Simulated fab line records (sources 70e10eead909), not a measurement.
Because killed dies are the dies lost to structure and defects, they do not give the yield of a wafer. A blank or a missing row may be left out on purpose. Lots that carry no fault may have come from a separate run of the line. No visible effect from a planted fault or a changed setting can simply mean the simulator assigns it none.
Chamber matching || flow nand-harc || 4 sister chambers for NHARC_A_STAIRCASE_ALD_420 on ald-hk-02
The step deposits SiO2, target thk 20 nm, pulse time 6 s, ald cycles 200. 4 wafers are shown with their chamber, then 7 later ones without.

## WAFERS PAIRED WITH THEIR CHAMBERS
{"wafer": "L086.3", "chamber": 3, "heater-power-w (W)": 444}
{"wafer": "L090.3", "chamber": 1, "heater-power-w (W)": 491}
{"wafer": "L092.2", "chamber": 2, "heater-power-w (W)": 393}
{"wafer": "L092.5", "chamber": 0, "heater-power-w (W)": 590}

## WAFERS WHOSE CHAMBER IS MISSING
{"wafer": "L092.6", "heater-power-w (W)": 501}
{"wafer": "L094.2", "heater-power-w (W)": 407}
{"wafer": "L094.4", "heater-power-w (W)": 574}
{"wafer": "L094.5", "heater-power-w (W)": 497}
{"wafer": "L097.3", "heater-power-w (W)": 577}
{"wafer": "L097.5", "heater-power-w (W)": 515}
{"wafer": "L097.6", "heater-power-w (W)": 569}

## WHICH CHAMBER EACH WENT THROUGH
{"wafer": "L092.6", "from the rows above": 1, "in truth": 1}
{"wafer": "L094.2", "from the rows above": "can't be placed: 2 or 3", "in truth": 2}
{"wafer": "L094.4", "from the rows above": 0, "in truth": 0}
{"wafer": "L094.5", "from the rows above": 1, "in truth": 1}
{"wafer": "L097.3", "from the rows above": 0, "in truth": 0}
{"wafer": "L097.5", "from the rows above": 1, "in truth": 1}
{"wafer": "L097.6", "from the rows above": 0, "in truth": 0}
Correctly placed: 6 of 7. Can't be placed from these rows: 1 (the true chamber is among the candidates in 1). 0 placed wrongly.
How it was worked out, from the rows above alone: a wafer's distance from a chamber is the root of the sum, over the readings, of the square of ((its reading less the chamber's mean) divided by the reading's scatter). The wafer belongs to the nearest chamber; if the next one is less than 2 further off, it can't be placed. A chamber's mean is the mean of its shown wafers. The scatter (one wafer shown for each chamber): square how far every hidden wafer sits from the nearest shown wafer, average those squares and take the square root.
